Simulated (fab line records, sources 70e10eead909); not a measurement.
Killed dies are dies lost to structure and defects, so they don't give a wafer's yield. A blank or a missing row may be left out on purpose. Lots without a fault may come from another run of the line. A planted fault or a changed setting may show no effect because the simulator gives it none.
Problem report in the 8D (eight disciplines) form, filled by code | flow nand_harc | the parts of the form that need people (team, actions taken, sign-off) are left out

1. THE PROBLEM
exposure_dose_mJ_cm2 at NHARC_A_STAIRCASE_EXPOSE_286 reads a mean of 14.946 on 9 wafers of 3 lots; wafers without a fault read 25.008 with a standard deviation of 0.022. That is -99 or more standard deviations from the usual mean.
The step: exposes mask CHOP 100.
First seen on wafer L826.1, day 22 23:56, on krf_scanner-02. The record holds 36 wafers of 12 lots with a number at this step. Rule for "out", or "out of limits": more than 4 standard deviations from the usual mean. The other wafers with a number count as sound.

2. WHAT IT IS AND WHAT IT IS NOT
question                    | is                     | is not
which readings at this step | exposure_dose_mJ_cm2   | -
which lots                  | L826, L828, L829       | L816, L818, L819, L820, L821, L830, L832, L833, L834
which wafers of those lots  | all that have a number | -
read on which tools         | krf_scanner-02         | krf_scanner-01, krf_scanner-04
when                        | from day 22 23:56      | up to then (15 sound wafers); but 12 sound wafers of L830, L832, L833, L834 came after

3. SUSPECTS, AND WHAT RULES EACH OUT
Counting: a tool at a process step up to the reading stays a suspect if it ran every lot that is out and no sound lot after the first of them.
- krf_scanner-02 at NHARC_A_STAIRCASE_EXPOSE_286 (exposes mask CHOP 100): kept. It ran every lot that is out, first L826 (day 22 23:56), and no sound lot after that; its last sound lot up to then is L821 (day 20 14:17). Its own readings are out on those wafers: exposure_dose_mJ_cm2.
Left after counting: krf_scanner-02 at NHARC_A_STAIRCASE_EXPOSE_286.

4. THE CAUSE (what the simulator had put in)
Process parameter drift: krf_scanner-02, from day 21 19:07 on, at NHARC_A_STAIRCASE_EXPOSE_286. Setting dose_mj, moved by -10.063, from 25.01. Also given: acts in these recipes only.
Counting left only this tool.

5. THE CHAIN OF EFFECTS, in route order
Each row: a reading whose mean over the struck wafers that have a number lies more than 3 standard deviations from the usual. Only readings for which the record gives a usual standard deviation are gone through. hours: the time from each lot's start at the first step in this table that gives one to its start at this step, as a median over the lots. sigmas: the change in usual standard deviations.
hours | step                         | reading              | usual  | on struck wafers | change  | sigmas
0     | NHARC_A_STAIRCASE_EXPOSE_286 | exposure_dose_mJ_cm2 | 25.008 | 14.946           | -10.062 | -99 or more
The process steps in it:
- NHARC_A_STAIRCASE_EXPOSE_286: exposes mask CHOP 100.
Later measuring or inspecting steps at which every struck wafer that the step has a row for has a number for every such reading, and none has moved that far: NHARC_END_SORT_01.

6. WHAT WOULD HAVE CAUGHT IT SOONER
In this record the first reading out of limits was taken at day 22 23:56, 29 hours after the fault began at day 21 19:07.
